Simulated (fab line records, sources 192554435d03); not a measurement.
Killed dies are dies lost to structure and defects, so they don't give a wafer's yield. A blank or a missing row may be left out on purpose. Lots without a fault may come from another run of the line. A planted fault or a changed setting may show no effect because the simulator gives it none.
One fault seen from 3 desks | flow n5_finfet | each desk has only its own numbers; what lay behind them comes last

THE METROLOGY DESK
What the gauges read, lot by lot, whatever tool the lot ran on: means of the sampled wafers that have a number. A lot is out of limits, marked OUT, if its mean lies more than 4 standard deviations from the usual mean; the brackets give that distance.
Columns: A = M9_THK at N5_BEOL_M9_THK_MEAS_53, usual 140.9 nm; B = M9_RS at N5_BEOL_M9_RS_MEAS_57, usual 0.153 ohm/sq; C = M10_ILD_THK at N5_BEOL_M10_THK_MEAS_01, usual 269 nm; D = cd_nm at N5_BEOL_M10_CD_MEAS_11, usual 64.5 nm; E = M10_OVL at N5_BEOL_M10_OVL_MEAS_12, usual 0.0 nm
lot  | first seen here | A     | B     | C   | D    | E
L450 | day 10 08:16    | 136.5 | 0.157 | 272 | 64.1 | -0.3
L455 | day 11 06:12    | 141.9 | 0.151 | 263 | 64.5 | 0.1
L464 | day 13 15:05    | 139.7 | 0.155 | 271 | 64.2 | -0.4
L467 | day 14 17:35    | 138.5 | 0.155 | 269 | 63.6 | -0.3
L469 | day 15 00:27    | 141.9 | 0.151 | 271 | 64.6 | -0.1
L472 | day 16 01:07    | 140.9 | 0.153 | 269 | 64.7 | 0.4
This desk's finding: nothing out of limits on any of the 6 lots.

THE TOOL OWNER'S DESK: litho_track-01
The tool's own readings at N5_BEOL_M10_COAT_05 (resist thk 90 nm): means of the sampled wafers that have a number, for each lot that ran on this tool. A lot is out of limits, marked OUT, if its mean lies more than 4 standard deviations from the usual mean; the brackets give that distance.
Columns: A = spin_speed_rpm at N5_BEOL_M10_COAT_05, usual 1500.2 rpm
lot  | first seen here | A
L455 | day 11 07:34    | 1500.7
L464 | day 13 17:47    | 1348.3 (-99 or more) OUT
L467 | day 14 19:10    | 1347.1 (-99 or more) OUT
This desk's finding: out of limits on L464, L467; first on L464, day 13 17:47 (spin_speed_rpm at N5_BEOL_M10_COAT_05). In limits: L455.

THE DEFECT DESK
What the inspections along the route counted, lot by lot: means of the sampled wafers that have a number. A lot is out of limits, marked OUT, if its mean lies more than 4 standard deviations from the usual mean; the brackets give that distance.
Columns: A = raw_defect_count at N5_BEOL_M9_INSPECT_58, usual 74; B = raw_defect_count at N5_BEOL_M10_INSPECT_13, usual 413
lot  | first seen here | A   | B
L450 | day 10 08:25    | 62  | 487
L455 | day 11 06:22    | 91  | 399
L464 | day 13 15:14    | 64  | 383
L467 | day 14 17:47    | 62  | 402
L469 | day 15 00:37    | 106 | 581
L472 | day 16 01:17    | 83  | 426
This desk's finding: nothing out of limits on any of the 6 lots.

PUT TOGETHER
The tool owner's desk could have raised an alarm at day 13 17:47, on L464, L467.
The metrology desk saw nothing out of limits.
The defect desk saw nothing out of limits.
The metrology desk has L464, L467 on record, within its limits.
The defect desk has L464, L467 on record, within its limits.
Of the lots named, all ran N5_BEOL_M10_COAT_05 on litho_track-01.

WHAT THE SIMULATOR HAD PUT IN
Process parameter drift: litho_track-01, from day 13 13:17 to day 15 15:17, at N5_BEOL_M10_COAT_05. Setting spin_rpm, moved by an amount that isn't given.
Lots struck among those shown: L464, L467.
Hours from the fault's start to each desk's first reading out of limits: the tool owner's desk, 4.
